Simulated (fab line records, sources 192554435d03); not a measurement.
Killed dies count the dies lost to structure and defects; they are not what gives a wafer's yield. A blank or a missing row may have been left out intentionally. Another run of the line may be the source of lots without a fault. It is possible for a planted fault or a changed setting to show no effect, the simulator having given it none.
fab line records	flow n5Finfet
record: lots: 7	wafers: 21
route steps=1938 shown BEOL_M14@1762 BEOL_M15@1819 MIM_TOP_ETCH@1853
startH: start of the lot's first displayed wafer, in hours after the record's first day	waitH: hours since the lot's step before	" as in the row above	L1.1+2: a row that stands for several wafers	- no value present, or no start provided	* or withheld: withheld	< > ~ a bound
route shown NAME@n: NAME is a module with steps in the file, n the number in the route of the first one	usual: average and standard deviation across the fault-free wafers	same: alike in all rows	chamber/n: place in a boat	sites: readings site by site	_std_site: the standard deviation of these	_edge_site: outer sites' mean less inner sites'	radiusMm: how far each site lies from the wafer's centre	mask NAME#n: copy n	behind: the last tool/chamber to shape the wafer	hold: what put the lot on hold/how long, in hours/how the hold closed	device: the n, p or np transistor that did not switch	end of line: the tests these same wafers got at the end of their route	for a step that has no rows: nothing shown but its recipe	killed: not the wafer's yield, but the dies lost to structure and defects at the first sort	map: dies across one wafer; x = killed, . = not, _ = none there
set.NAME: the setting that was run; set.NAME@STEP: the one run at that earlier step	model.NAME: the simulator's own value behind a step, which no gauge read
one table per step and one row per wafer, for lots whose settings were changed on purpose
== steps ==
step: N5_BEOL_M14_SPUTTER_43
recipe: material: TaN	targetThkA: 150	tempC: 50	biasV: 168.6	powerW: 15000	chamberPressurePa: 0.12	timeS: 24.19
lot.wafer	tool	chamber	startH	waitH	set.timeS	model.TaN_of_BEOL_M14_SPUTTER_43.thkNm
L079.3+6	pvdSputter-02	-	278.34	0.0	26.51	16.4
L079.5	"	-	"	"	24.19	15
L086.2	pvdSputter-03	-	321.71	0.0	24.19	14.8
L086.3	"	-	"	"	24.19	15
L086.6	"	-	"	"	24.19	15.2
L088.2+6	pvdSputter-01	-	328.81	0.0	24.19	14.8
L088.4	"	-	"	"	24.19	15
L091.1	pvdSputter-01	-	350.06	0.0	21.92	13.6
L091.4	"	-	"	"	24.19	15
L091.6	"	-	"	"	21.92	13.4
L092.1+6	pvdSputter-02	-	354.29	0.0	25.74	15.8
L092.3	"	-	"	"	24.19	15
L095.2	pvdSputter-03	-	375.79	0.0	26.28	16.2
L095.4	"	-	"	"	26.28	16.4
L095.5	"	-	"	"	24.19	14.8
L097.3	pvdSputter-01	-	378.27	0.0	24.19	15.2
L097.4	"	-	"	"	23.15	14.2
L097.5	"	-	"	"	24.19	15
step: N5_BEOL_M14_SPUTTER_44
recipe: material: Ta	targetThkA: 150	tempC: 50	biasV: 80	powerW: 15000	chamberPressurePa: 0.07	timeS: 24.19
step: N5_BEOL_M14_SPUTTER_45
recipe: material: Cu	targetThkA: 1000	tempC: -20	biasV: 60	powerW: 26000	chamberPressurePa: 0.13	timeS: 16.67
step: N5_BEOL_M14_ECD_47
recipe: material: Cu	targetThkA: 12480
step: N5_BEOL_M14_ANNEAL_48
recipe: tempC: 225	timeS: 90	ambient: N2
step: N5_BEOL_M14_CMP_49
recipe: stopOn: SiO2	tOverpolishS: 5.2	downForcePsi: 2	platenRpm: 80	clearingPlatenDownForcePsi: 2	clearingPlatenRpm: 80	postCmpClean: cuAlkaline	targetThkNm: 560	clearingPlatenPadVelocityMS: 1.5917	padVelocityMS: 1.5917
lot.wafer	tool	chamber	startH	waitH	set.timeS@BEOL_M14_TRENCH_ETCH_34	model.Cu_of_BEOL_M14_ECD_47.thkNm
L079.3	cmp-03	0	279.35	0.2	102.8	441.8
L079.5	"	2	"	"	126.9	555.8
L079.6	"	3	"	"	102.8	454.2
L086.3	cmp-02	0	322.64	0.2	126.9	584.6
L086.2	"	2	"	"	104.3	461.6
L086.6	"	0	"	"	104.3	462.4
L088.2	cmp-04	0	330.83	0.2	126.9	569.6
L088.4	"	2	"	"	126.9	574.8
L088.6	"	0	"	"	126.9	554.6
L091.1	cmp-04	0	350.83	0.3	126.9	567.6
L091.4	"	2	"	"	119.5	507.4
L091.6	"	1	"	"	119.5	534.4
L092.3	cmp-04	0	355.30	0.2	106.1	477
L092.1	"	2	"	"	126.9	558.6
L092.6	"	0	"	"	106.1	470.4
L095.2	cmp-03	2	376.59	0.2	126.9	560.2
L095.4	"	0	"	"	126.9	529.4
L095.5	"	1	"	"	126.9	532.6
L097.4	cmp-02	0	379.06	0.1	126.9	551.8
L097.3	"	3	"	"	126.9	567.8
L097.5	"	1	"	"	126.9	571.4
step: N5_BEOL_M14_THK_MEAS_50
recipe: thkMeasGauge: xrf	reads: Cu_of_BEOL_M14_ECD_47
usual: M14_THK: 553/16
lot.wafer	tool	chamber	startH	waitH	set.timeS@BEOL_M14_TRENCH_ETCH_34	M14_THK[nm]
L079.3	filmMetro-01	-	279.57	-	102.8	445
L079.5	"	-	"	"	126.9	561
L079.6	"	-	"	"	102.8	458
L086.2	filmMetro-02	-	322.93	-	104.3	457
L086.3	"	-	"	"	126.9	582
L086.6	"	-	"	"	104.3	458
L088.2	filmMetro-02	-	331.09	-	126.9	563
L088.4	"	-	"	"	126.9	566
L088.6	"	-	"	"	126.9	546
L091.1	filmMetro-01	-	351.13	-	126.9	567
L091.4	"	-	"	"	119.5	507
L091.6	"	-	"	"	119.5	534
L092.1	filmMetro-02	-	355.56	-	126.9	553
L092.3	"	-	"	"	106.1	472
L092.6	"	-	"	"	106.1	465
L095.2	filmMetro-01	-	376.85	-	126.9	562
L095.4	"	-	"	"	126.9	531
L095.5	"	-	"	"	126.9	535
L097.3	filmMetro-02	-	379.36	-	126.9	556
L097.4	"	-	"	"	126.9	541
L097.5	"	-	"	"	126.9	563
step: N5_BEOL_M14_PRE_CLEAN_52
recipe: gas: NH3	timeS: 15	tempC: withheld	rfPowerW: 300
step: N5_BEOL_M14_DEP_53
recipe: material: SiCN	targetThkA: 500	tempC: withheld	precursor: 3MS/NH3	pressureTorr: 3	rfW: 675	timeS: 17.8
step: N5_BEOL_M14_RS_MEAS_54
recipe: thkMeasGauge: four-point-probe	reads: Cu_of_BEOL_M14_ECD_47+Ta_of_BEOL_M14_SPUTTER_44+TaN_of_BEOL_M14_SPUTTER_43
usual: M14_RS: 0.0336/0.00095
lot.wafer	tool	chamber	startH	waitH	set.timeS@BEOL_M14_TRENCH_ETCH_34	M14_RS[ohm/sq]
L079.3	filmMetro-01	-	279.70	0.1	102.8	0.0424
L079.5	"	-	"	"	126.9	0.0334
L079.6	"	-	"	"	102.8	0.0412
L086.2	filmMetro-01	-	323.06	0.1	104.3	0.0406
L086.3	"	-	"	"	126.9	0.0318
L086.6	"	-	"	"	104.3	0.0404
L088.2	filmMetro-02	-	331.22	0.1	126.9	0.0327
L088.4	"	-	"	"	126.9	0.0324
L088.6	"	-	"	"	126.9	0.0337
L091.1	filmMetro-02	-	351.28	0.1	126.9	0.0328
L091.4	"	-	"	"	119.5	0.0368
L091.6	"	-	"	"	119.5	0.0350
L092.1	filmMetro-01	-	355.69	0.0	126.9	0.0333
L092.3	"	-	"	"	106.1	0.0392
L092.6	"	-	"	"	106.1	0.0397
L095.2	filmMetro-01	-	376.98	0.1	126.9	0.0333
L095.4	"	-	"	"	126.9	0.0351
L095.5	"	-	"	"	126.9	0.0350
L097.3	filmMetro-02	-	379.48	0.1	126.9	0.0328
L097.4	"	-	"	"	126.9	0.0338
L097.5	"	-	"	"	126.9	0.0327
step: N5_BEOL_M15_SPUTTER_43
recipe: material: TaN	targetThkA: 150	tempC: 50	biasV: 168.6	powerW: 15000	chamberPressurePa: 0.12	timeS: 24.19
lot.wafer	tool	chamber	startH	waitH	set.powerW	model.TaN_of_BEOL_M15_SPUTTER_43.thkNm
L079.3	pvdSputter-02	-	283.14	0.0	12860	12.6
L079.5	"	-	"	"	12860	12.8
L079.6	"	-	"	"	15000	15.2
L086.2	pvdSputter-03	-	328.69	0.0	16240	16
L086.3	"	-	"	"	15000	14.8
L086.6	"	-	"	"	16240	16.2
L088.2+4+6	pvdSputter-02	-	334.80	0.0	15000	14.8
L091.1+4	pvdSputter-01	-	360.50	0.0	15700	15.6
L091.6	"	-	"	"	15000	15
L092.1+6	pvdSputter-03	-	363.21	0.0	15000	14.6
L092.3	"	-	"	"	15000	15
L095.2+5	pvdSputter-01	-	382.13	0.0	12540	12.4
L095.4	"	-	"	"	15000	14.8
L097.3+5	pvdSputter-02	-	387.90	0.0	15000	15.2
L097.4	"	-	"	"	15000	15
step: N5_BEOL_M15_SPUTTER_44
recipe: material: Ta	targetThkA: 150	tempC: 50	biasV: 80	powerW: 15000	chamberPressurePa: 0.07	timeS: 24.19
lot.wafer	tool	chamber	startH	waitH	set.powerW	model.Ta_of_BEOL_M15_SPUTTER_44.thkNm
L079.3	pvdSputter-02	-	283.22	0.0	13510	13.4
L079.5	"	-	"	"	13510	13.2
L079.6	"	-	"	"	15000	14.8
L086.2	pvdSputter-03	-	328.77	0.0	15000	15.4
L086.3+6	"	-	"	"	16190	16.6
L088.2+6	pvdSputter-02	-	334.89	0.0	15000	15
L088.4	"	-	"	"	15000	14.8
L091.1+6	pvdSputter-01	-	360.58	0.0	15000	14.8
L091.4	"	-	"	"	13390	13.4
L092.1	pvdSputter-03	-	363.29	0.0	15000	15.2
L092.3+6	"	-	"	"	17240	17.4
L095.2	pvdSputter-01	-	382.21	0.0	12850	12.8
L095.4	"	-	"	"	15000	15.2
L095.5	"	-	"	"	15000	14.8
L097.3	pvdSputter-02	-	387.98	0.0	15000	14.8
L097.4	"	-	"	"	15000	14.4
L097.5	"	-	"	"	12920	13
step: N5_MIM_TOP_ETCH_PECVD_03
recipe: material: SiNx	targetThkA: 200	tempC: 400	precursor: SiH4/NH3/N2	pressureTorr: 1.5	rfW: 300	timeS: 17.6
lot.wafer	tool	chamber	startH	waitH	set.timeS	model.SiNx_of_MIM_TOP_ETCH_PECVD_03.thkNm
L079.3+5	pecvd-04	0,2	287.69	-	17.6	19.6
L079.6	"	0	"	"	17.6	19.8
L086.2	pecvd-03	1	335.45	-	16.77	19.4
L086.3	"	0	"	"	17.6	20.4
L086.6	"	2	"	"	17.6	20.2
L088.2	pecvd-04	1	339.23	-	17.6	19.4
L088.4+6	"	1,2	"	"	17.6	19.8
L091.1	pecvd-03	2	367.06	-	19.55	22.2
L091.4	"	0	"	"	17.6	20.6
L091.6	"	2	"	"	19.55	22.6
L092.1	pecvd-02	0	371.65	-	17.6	19.6
L092.3	"	1	"	"	18.83	21.4
L092.6	"	1	"	"	17.6	20.2
L095.2	pecvd-03	0	388.53	-	15.04	17.2
L095.4	"	0	"	"	17.6	20.4
L095.5	"	2	"	"	17.6	20
L097.3	pecvd-03	1	393.43	-	17.6	20.4
L097.4	"	0	"	"	18.29	21.4
L097.5	"	1	"	"	17.6	20.6
== key ==
split: step: N5_BEOL_M14_SPUTTER_43	setting: timeS	stated: 24.19	by: wafer
response: step: N5_BEOL_M14_SPUTTER_43	reading: model.TaN_of_BEOL_M14_SPUTTER_43.thkNm	change: +0.157	per: 1%	r: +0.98
split: step: N5_BEOL_M15_SPUTTER_43	setting: powerW	stated: 15000	by: wafer
response: step: N5_BEOL_M15_SPUTTER_43	reading: model.TaN_of_BEOL_M15_SPUTTER_43.thkNm	change: +0.157	per: 1%	r: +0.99
split: step: N5_BEOL_M15_SPUTTER_44	setting: powerW	stated: 15000	by: wafer
response: step: N5_BEOL_M15_SPUTTER_44	reading: model.Ta_of_BEOL_M15_SPUTTER_44.thkNm	change: +0.14	per: 1%	r: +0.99
split: step: N5_MIM_TOP_ETCH_PECVD_03	setting: timeS	stated: 17.6	by: wafer
response: step: N5_MIM_TOP_ETCH_PECVD_03	reading: model.SiNx_of_MIM_TOP_ETCH_PECVD_03.thkNm	change: +0.194	per: 1%	r: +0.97
split outsideThisFile step=N5_BEOL_M14_TRENCH_ETCH_34 setting=timeS
split outsideThisFile: this setting was split too, and the file shows its column; the key of that split is in another file
